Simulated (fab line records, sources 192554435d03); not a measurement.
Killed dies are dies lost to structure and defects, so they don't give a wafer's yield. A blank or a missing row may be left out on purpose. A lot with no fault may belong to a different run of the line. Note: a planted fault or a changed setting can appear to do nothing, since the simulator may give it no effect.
Chamber matching || flow n5 finfet || rie diel-03 running N5_BEOL_M1_DESCUM_16: 4 sister chambers
The step chemistry O2, time 7 s. 4 wafers are shown with their chamber, then 9 later ones without.

## EACH WAFER AND ITS CHAMBER
{"wafer": "L084.1", "chamber": 2, "throttle valve pct (%)": 20.48}
{"wafer": "L089.1", "chamber": 3, "throttle valve pct (%)": 20.34}
{"wafer": "L089.2", "chamber": 1, "throttle valve pct (%)": 20.80}
{"wafer": "L089.5", "chamber": 0, "throttle valve pct (%)": 20.29}

## WAFERS WHOSE CHAMBER IS MISSING
{"wafer": "L090.3", "throttle valve pct (%)": 20.34}
{"wafer": "L090.4", "throttle valve pct (%)": 20.28}
{"wafer": "L090.5", "throttle valve pct (%)": 20.36}
{"wafer": "L094.1", "throttle valve pct (%)": 20.81}
{"wafer": "L094.5", "throttle valve pct (%)": 20.30}
{"wafer": "L094.6", "throttle valve pct (%)": 20.82}
{"wafer": "L095.1", "throttle valve pct (%)": 20.51}
{"wafer": "L095.5", "throttle valve pct (%)": 20.29}
{"wafer": "L095.6", "throttle valve pct (%)": 20.84}

## CHAMBER TAKEN BY EACH
{"wafer": "L090.3", "from the rows above": 3, "in truth": 3}
{"wafer": "L090.4", "from the rows above": 0, "in truth": 0}
{"wafer": "L090.5", "from the rows above": 3, "in truth": 3}
{"wafer": "L094.1", "from the rows above": 1, "in truth": 1}
{"wafer": "L094.5", "from the rows above": "can't be placed: 0 or 3", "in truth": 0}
{"wafer": "L094.6", "from the rows above": 1, "in truth": 1}
{"wafer": "L095.1", "from the rows above": 2, "in truth": 2}
{"wafer": "L095.5", "from the rows above": 0, "in truth": 0}
{"wafer": "L095.6", "from the rows above": 1, "in truth": 1}
Placed correctly: 8 of 9. Cannot be placed on the basis of these rows: 1; the candidates contain the true chamber in 1. Wrongly placed: 0.
How it was worked out, from the rows above alone: a wafer's distance from a chamber is the root of the sum, over the readings, of the square of ((its reading less the chamber's mean) divided by the reading's scatter). If the next closest chamber is less than 2 further off than the closest, the wafer can't be placed; otherwise it belongs to the closest. The mean given for a chamber averages the wafers shown for that chamber. The scatter: with one shown wafer a chamber, the root of the mean of the squares of how far each hidden wafer lies from its nearest shown one.
